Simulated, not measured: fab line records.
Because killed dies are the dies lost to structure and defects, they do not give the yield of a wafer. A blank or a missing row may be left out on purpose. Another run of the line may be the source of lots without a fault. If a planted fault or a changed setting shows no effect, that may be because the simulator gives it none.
Matching of chambers	flow nand_harc	NHARC_A_WL_FILL_ETCHBACK_26 on rie_si-01: 4 sister chambers
The step etches the open film in HBr, target depth 52 nm, time 13.3 s. 16 wafers are shown with their chamber, then 8 later ones without.

== WAFERS WITH THEIR CHAMBER ==
wafer	chamber	drypump_motor_current_A (A)	oes_product_au (a.u.)	rf_fwd_power_W (W)
L078.4	3	6.6	1.018	341.5
L078.5	3	6.6	1.006	341.9
L078.6	2	5.5	1.009	340.2
L084.2	0	6.1	0.991	342.6
L084.3	3	6.5	0.995	339.6
L084.4	2	5.5	1.004	342.0
L083.1	2	5.5	1.004	340.2
L083.2	0	6.2	0.990	341.7
L083.6	1	6.1	1.025	339.2
L089.2	3	6.5	1.002	340.3
L089.3	0	6.2	0.993	341.6
L089.5	1	6.1	1.020	340.9
L091.2	3	6.5	1.006	341.0
L091.4	1	6.1	1.019	343.6
L091.5	1	6.1	1.015	342.3
L092.1	1	6.1	1.018	342.2

SIGNATURES (means of the wafers above)
reading	chamber 0	chamber 1	chamber 2	chamber 3	scatter within a chamber
drypump_motor_current_A	6.167	6.100	5.500	6.540	0.0394
oes_product_au	0.99133	1.01940	1.00567	1.00540	0.00543
rf_fwd_power_W	341.967	341.640	340.800	340.860	1.2
Rule: for a wafer and a chamber, the distance is found by dividing, reading by reading, the gap between the wafer's reading and the chamber's mean by the reading's scatter, squaring, summing and taking the root. The wafer belongs to the nearest chamber; if the next one is less than 2 further off, it can't be placed. How the scatter is found: for the shown wafers, subtract from each reading the mean of its chamber, square and add these, divide the total by (wafers less chambers), then take the root.

== WAFERS WITH NO CHAMBER GIVEN ==
wafer	drypump_motor_current_A (A)	oes_product_au (a.u.)	rf_fwd_power_W (W)
L092.2	6.2	1.007	339.4
L092.3	6.5	1.000	341.1
L095.2	6.1	1.018	342.9
L095.4	6.5	1.000	342.4
L095.6	6.1	1.011	342.3
L096.2	6.5	1.000	342.1
L096.4	5.5	0.996	339.9
L096.6	6.5	0.998	342.4

== CHAMBER TAKEN BY EACH ==
wafer	from the rows above	in truth
L092.2	can't be placed: 0 or 1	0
L092.3	3	3
L095.2	1	1
L095.4	3	3
L095.6	1	1
L096.2	3	3
L096.4	2	2
L096.6	3	3
7 of 8 placed correctly. Not placeable from these rows: 1 (in 1, the candidates include the true chamber). Placed wrongly: 0.
